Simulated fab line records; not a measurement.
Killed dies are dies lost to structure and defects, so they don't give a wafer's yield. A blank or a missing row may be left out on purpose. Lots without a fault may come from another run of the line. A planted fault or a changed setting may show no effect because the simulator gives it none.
fab line records	flow n5_finfet
record: lots: 12	wafers: 32	last_day: 19
route steps=1938 shown BEOL_M11@1587 BEOL_M12@1602
lots untouched by any fault: they come from a run of this same line in which no faults occurred
start_h: the number of hours between the record's first day and the start of the first shown wafer of the lot	wait_h: how many hours have passed since the lot's step before this one	" unchanged from the row above	L1.1+2: a single row standing in for several wafers	- value missing, or start not given	* or withheld: withheld	< > ~ a bound
route shown NAME@n: names a module that has steps shown in the file, with the first one's number in the route	usual: mean/standard deviation of fault-free wafers	same: alike in all rows	chamber/n: place in a boat	sites: each site's reading	_std_site: the values' standard deviation	_edge_site: the outer-site mean with the inner-site mean subtracted	radius_mm: how far each site lies from the wafer's centre	mask NAME#n: copy n	behind: the tool/chamber that last shaped the wafer	hold: reason for holding the lot/hours on hold/outcome of the hold	device: whichever transistor did not switch (one of n, p or np)	end of line: tests of these same wafers at the route's end	step lacking rows: just its recipe	killed: the dies lost at the first sort to structure and to defects; this is not the yield of the wafer	map: shows each die of a wafer: x if killed, . if not, _ if none is there
set.NAME: the setting the step ran with; set.NAME@STEP: the setting that earlier step ran with	model.NAME: the simulator's own value behind a step, which no gauge read
the route's steps for a sample of lots (tables are steps, rows are wafers)
services: the hour from which a tool's chamber was out of use, counted from the record's first day as start_h (under 0 if before that day), plus the number of hours and why
== steps ==
step: N5_BEOL_M11_CURE_72
recipe: temp_c: 370	time_s: 120	ambient: DMADMS/He	material: SiCOH_lowk
usual: lamp_power_pct: 52.32/0.06	wafer_temp_C_max: 372.0/0.55
lot.wafer	tool	chamber	start_h	wait_h	lamp_power_pct	wafer_temp_C_max
L708.2	uv_cure-01	0	245.33	0.1	52.33	371.5
L708.3	"	0	"	"	52.22	370.8
L708.5	"	0	"	"	52.27	371.2
L709.3	uv_cure-01	1	245.68	0.4	52.37	371.3
L709.4	"	1	"	"	52.30	371.7
L712.3	uv_cure-03	2	298.36	0.1	52.29	372.6
L712.6	"	2	"	"	52.35	372.6
L717.1	uv_cure-02	1	306.97	0.0	52.34	373.0
L717.2	"	1	"	"	52.39	373.0
L717.5	"	1	"	"	52.30	373.4
L715.1	uv_cure-02	1	312.68	0.0	52.28	372.4
L715.2	"	1	"	"	52.37	372.6
L715.4	"	1	"	"	52.30	372.2
L713.1	uv_cure-01	0	321.64	0.0	52.23	371.9
L713.2	"	0	"	"	52.34	371.7
L722.1	uv_cure-03	1	345.57	0.0	52.34	371.7
L722.2	"	1	"	"	52.29	372.3
L722.4	"	1	"	"	52.31	371.2
L721.4	uv_cure-03	1	353.38	0.2	52.27	371.3
L721.5	"	1	"	"	52.28	371.9
L721.6	"	1	"	"	52.34	372.4
L728.1	uv_cure-03	0	387.95	0.0	52.33	372.1
L728.2	"	0	"	"	52.31	371.7
L728.5	"	0	"	"	52.30	371.7
L729.1	uv_cure-03	1	394.24	0.0	52.45	372.4
L729.5	"	1	"	"	52.24	372.0
L729.6	"	1	"	"	52.31	372.0
L730.3	uv_cure-02	2	411.37	0.1	52.28	371.8
L730.5	"	2	"	"	52.21	372.3
L730.6	"	2	"	"	52.27	372.7
L731.1	uv_cure-01	1	415.78	0.3	52.40	371.9
L731.4	"	1	"	"	52.40	372.1
step: N5_BEOL_M11_ANNEAL_51
recipe: temp_c: 225	time_s: 90	ambient: N2
usual: wafer_temp_C_max: 226.3/0.3
lot.wafer	tool	chamber	start_h	wait_h	wafer_temp_C_max
L708.2	rtp_anneal-01	0	247.26	0.1	226.0
L708.3	"	0	"	"	226.3
L708.5	"	0	"	"	226.1
L709.3	rtp_anneal-01	0	248.55	0.5	226.2
L709.4	"	0	"	"	226.5
L712.3	rtp_anneal-02	0	299.60	0.1	226.3
L712.6	"	0	"	"	226.1
L717.1	rtp_anneal-01	0	308.57	0.3	226.4
L717.2	"	0	"	"	226.6
L717.5	"	0	"	"	226.6
L715.1	rtp_anneal-01	0	314.01	0.1	226.1
L715.2	"	0	"	"	226.6
L715.4	"	0	"	"	225.9
L713.1	rtp_anneal-02	0	323.80	0.5	226.6
L713.2	"	0	"	"	226.8
L722.1	rtp_anneal-02	0	348.17	0.2	226.5
L722.2	"	0	"	"	226.1
L722.4	"	0	"	"	226.1
L721.4	rtp_anneal-01	0	355.46	0.8	225.7
L721.5	"	0	"	"	226.7
L721.6	"	0	"	"	225.9
L728.1	rtp_anneal-02	0	390.58	0.1	226.5
L728.2	"	0	"	"	226.7
L728.5	"	0	"	"	226.6
L729.1	rtp_anneal-02	0	397.27	0.1	226.6
L729.5	"	0	"	"	226.7
L729.6	"	0	"	"	226.9
L730.3	rtp_anneal-01	0	413.11	0.4	226.0
L730.5	"	0	"	"	225.8
L730.6	"	0	"	"	226.2
L731.1	rtp_anneal-02	0	417.64	0.3	226.6
L731.4	"	0	"	"	226.1
step: N5_BEOL_M12_ILD_DEP_00
recipe: material: SiOC	target_thk_a: 6589.2	temp_c: 350	precursor: DEMS/O2	pressure_torr: 5	rf_w: 500	time_s: 130.7
usual: heater_power_outer_w: 300/65	heater_power_w: 538/95	showerhead_plenum_p_Torr: 5.697/0.014	throttle_valve_pct: 12.3/0.66
lot.wafer	tool	chamber	start_h	wait_h	heater_power_outer_w	heater_power_w	showerhead_plenum_p_Torr	throttle_valve_pct
L708.2	pecvd-04	0	247.99	0.0	338	586	5.675	11.7
L708.3	"	1	"	"	252	453	5.714	13.4
L708.5	"	1	"	"	267	475	5.707	13.3
L709.3	pecvd-04	1	249.26	0.0	291	504	5.708	13.2
L709.4	"	0	"	"	337	588	5.672	11.4
L712.3	pecvd-01	2	300.29	0.0	349	605	5.704	11.9
L712.6	"	0	"	"	211	417	5.726	13.1
L717.1	pecvd-02	1	309.38	0.0	215	422	5.692	12.5
L717.2	"	2	"	"	218	454	5.696	11.6
L717.5	"	2	"	"	256	503	5.703	11.8
L715.1	pecvd-01	0	314.93	0.0	226	439	5.718	12.9
L715.2	"	2	"	"	379	649	5.698	11.8
L715.4	"	1	"	"	409	715	5.692	13.0
L713.1	pecvd-01	0	324.59	0.0	257	472	5.722	12.8
L713.2	"	1	"	"	389	703	5.699	13.2
L722.1	pecvd-02	1	348.94	0.0	214	412	5.686	12.6
L722.2	"	0	"	"	306	505	5.708	12.2
L722.4	"	1	"	"	231	434	5.694	12.5
L721.4	pecvd-01	0	356.17	0.1	208	419	5.714	12.8
L721.5	"	0	"	"	237	456	5.721	12.9
L721.6	"	2	"	"	394	661	5.698	11.7
L728.1	pecvd-02	2	391.36	0.0	279	521	5.710	11.6
L728.2	"	0	"	"	357	570	5.711	12.0
L728.5	"	1	"	"	172	355	5.682	12.9
L729.1	pecvd-02	1	398.05	0.0	191	389	5.692	12.6
L729.5	"	0	"	"	305	505	5.716	12.1
L729.6	"	2	"	"	242	486	5.694	11.6
L730.3	pecvd-02	2	413.84	0.0	283	550	5.697	11.6
L730.5	"	1	"	"	237	431	5.697	12.6
L730.6	"	2	"	"	206	440	5.701	11.4
L731.1	pecvd-01	0	418.43	0.0	297	521	5.695	12.8
L731.4	"	2	"	"	359	603	5.695	11.7
step: N5_BEOL_M12_COAT_66
recipe: resist: SiARC	temp_c: 220	time_s: 60	spin_rpm: 1500	resist_thk_nm: 110
usual: dispense_pressure_kPa: 48/4.6	spin_speed_rpm: 1499.9/1.1
lot.wafer	tool	chamber	start_h	wait_h	dispense_pressure_kPa	spin_speed_rpm
L708.2	litho_track-03	0	249.17	-	45	1501.0
L708.3	"	0	"	"	45	1501.5
L708.5	"	0	"	"	46	1500.4
L709.3	litho_track-03	0	250.41	-	45	1498.8
L709.4	"	0	"	"	45	1498.2
L712.3	litho_track-05	0	301.48	-	45	1501.1
L712.6	"	0	"	"	45	1500.1
L717.1	litho_track-03	0	310.48	-	45	1498.5
L717.2	"	0	"	"	45	1498.2
L717.5	"	0	"	"	45	1500.8
L715.1	litho_track-05	0	316.13	-	45	1498.2
L715.2	"	0	"	"	45	1500.5
L715.4	"	0	"	"	45	1499.4
L713.1	litho_track-03	0	325.81	-	45	1498.6
L713.2	"	0	"	"	45	1500.3
L722.1	litho_track-05	0	350.00	-	45	1787.3
L722.2	"	0	"	"	45	1785.5
L722.4	"	0	"	"	45	1786.7
L721.4	litho_track-05	0	357.35	-	45	1785.7
L721.5	"	0	"	"	45	1786.9
L721.6	"	0	"	"	45	1786.4
L728.1	litho_track-03	0	392.56	-	46	1501.6
L728.2	"	0	"	"	46	1500.9
L728.5	"	0	"	"	46	1499.6
L729.1	litho_track-01	0	399.37	-	56	1498.8
L729.5	"	0	"	"	56	1498.2
L729.6	"	0	"	"	56	1502.4
L730.3	litho_track-03	0	415.00	-	45	1500.6
L730.5	"	0	"	"	45	1500.9
L730.6	"	0	"	"	45	1500.6
L731.1	litho_track-01	0	419.61	-	56	1499.9
L731.4	"	0	"	"	56	1497.7
step: N5_BEOL_M12_ETCH_67
recipe: chemistry: CF4	target: SiARC	target_depth_a: 1430	time_s: 238.3	ion_energy_ev: 80	pressure_mtorr: 40	source_w: 545	bias_w: 36	Ar_flow_sccm: 100	cf4_flow_sccm: 100	ends: cleared
usual: drypump_motor_current_A: 5.6/0.46	etch_rf_on_time_s: 237/7.4	oes_product_au: 0.70/0.064	rf_vpp_V: 184.2/1.1	showerhead_plenum_p_Torr: 2.15/0.061	throttle_valve_pct: 15.53/0.25
lot.wafer	tool	chamber	start_h	wait_h	drypump_motor_current_A	etch_rf_on_time_s	oes_product_au	rf_hours_counter_h	rf_vpp_V	showerhead_plenum_p_Torr	throttle_valve_pct
L708.2	rie_diel-03	1	249.71	0.0	5.8	266	0.56	245	184.3	2.10	15.54
L708.3	"	0	"	"	5.0	231	0.71	65	185.6	2.16	15.54
L708.5	"	3	"	"	4.8	239	0.75	-	184.9	2.27	15.41
L709.3	rie_diel-02	1	250.81	0.0	5.5	237	0.81	12	184.8	2.11	15.54
L709.4	"	3	"	"	5.7	235	0.76	34	182.8	2.10	15.33
L712.3	rie_diel-03	0	302.02	0.0	5.0	232	0.69	84	183.3	2.16	15.57
L712.6	"	1	"	"	5.8	244	0.81	-	184.0	2.10	15.10
L717.1	rie_diel-02	0	311.17	0.0	6.3	233	0.67	127	183.5	2.15	15.94
L717.2	"	1	"	"	5.5	237	0.78	29	183.6	2.10	15.57
L717.5	"	1	"	"	5.5	237	0.78	-	182.4	2.10	15.57
L715.1	rie_diel-03	1	316.72	0.0	5.8	246	0.78	13	183.6	2.10	15.12
L715.2	"	0	"	"	5.0	231	0.68	90	184.8	2.15	15.61
L715.4	"	2	"	"	5.2	235	0.59	231	182.4	2.04	16.02
L713.1	rie_diel-02	3	326.35	0.0	5.7	237	0.72	59	183.1	2.09	15.39
L713.2	"	1	"	"	5.4	238	0.77	34	182.2	2.10	15.59
L722.1	rie_diel-04	0	350.74	0.0	5.8	205	0.82	11	184.5	2.18	15.20
L722.2	"	3	"	"	6.0	225	0.70	78	186.1	2.15	15.61
L722.4	"	2	"	"	6.2	219	0.72	62	186.0	2.25	15.45
L721.4	rie_diel-04	1	357.76	0.0	5.7	210	0.62	243	182.5	2.11	15.84
L721.5	"	0	"	"	5.8	200	0.83	-	184.3	2.18	15.19
L721.6	"	3	"	"	6.0	223	0.70	-	184.5	2.15	15.60
L728.1	rie_diel-02	3	393.32	0.0	5.7	238	0.70	74	183.7	2.08	15.42
L728.2	"	0	"	"	6.3	232	0.65	163	185.3	2.14	16.01
L728.5	"	1	"	"	5.5	241	0.73	-	183.9	2.09	15.65
L729.1	rie_diel-04	3	399.79	0.0	6.0	246	0.68	97	184.5	2.14	15.63
L729.5	"	0	"	"	5.8	222	0.80	-	184.4	2.18	15.23
L729.6	"	3	"	"	6.0	244	0.68	-	184.2	2.14	15.62
L730.3	rie_diel-02	3	415.41	0.0	5.7	240	0.70	83	183.4	2.08	15.43
L730.5	"	0	"	"	6.3	236	0.64	-	183.5	2.14	16.03
L730.6	"	1	"	"	5.5	243	0.71	-	183.6	2.09	15.65
L731.1	rie_diel-04	0	420.06	0.0	5.8	222	0.78	39	185.9	2.17	15.24
L731.4	"	2	"	"	6.2	238	0.69	85	183.8	2.25	15.47
== services ==
tool	chamber	start_h	hours	kind
uv_cure-03	-	242.79	2.1	pm
pecvd-02	-	243.26	0.3	repair
rie_diel-04	2	244.17	16.4	repair
pecvd-04	2	262.03	15.0	repair
pecvd-04	-	269.34	2.8	pm
pecvd-01	2	284.92	5.5	scheduled_down
rie_diel-02	1	286.15	11.8	repair
rie_diel-04	0	302.78	-	clean
rie_diel-04	0	302.78	-	consumable_replace:focus_ring
pecvd-02	0	305.05	5.5	scheduled_down
uv_cure-03	-	331.72	6.1	repair
rie_diel-02	3	333.88	28.2	repair
uv_cure-02	-	352.21	2.4	repair
uv_cure-01	-	352.35	2.4	repair
pecvd-01	1	355.77	5.0	repair
rie_diel-03	1	359.08	5.1	repair
uv_cure-03	-	359.77	7.5	pm
pecvd-04	-	363.16	6.0	pm
pecvd-02	1	373.58	2.1	scheduled_down
uv_cure-01	-	375.97	0.5	repair
rie_diel-04	2	395.37	6.0	repair
pecvd-01	0	398.56	2.1	scheduled_down
rie_diel-02	-	402.40	1.1	repair
uv_cure-03	-	404.33	13.6	repair
== key ==
first_sign: step: N5_BEOL_M12_COAT_66	reading: spin_speed_rpm	direction: up	sigmas: 99+	usual: *	struck: *
effect: step: N5_BEOL_M12_ETCH_67	reading: etch_rf_on_time_s	direction: down	sigmas: 3.1	usual: *	struck: *
met_at N5_BEOL_M12_COAT_66
struck_lots L721,L722
baseline_loss: step: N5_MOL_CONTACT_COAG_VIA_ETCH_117	wafers: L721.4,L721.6
baseline_loss: step: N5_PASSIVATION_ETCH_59	wafers: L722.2
not_acting_at N5_BEOL_M11_CURE_72,N5_BEOL_M11_ANNEAL_51,N5_BEOL_M12_ILD_DEP_00
onset_between 316.13 350.00
fault: kind: process_parameter_drift	tool: litho_track-05	chamber: -	onset_h: 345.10	steps: N5_BEOL_M12_COAT_66	channel: spin_rpm	offset: *	shape: step	end_h: 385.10	acts_in: *	stated: *
baseline_loss: these wafers lose ten dies or more at that step, a loss of the line's own and not of a fault; the sort's usual values leave them out
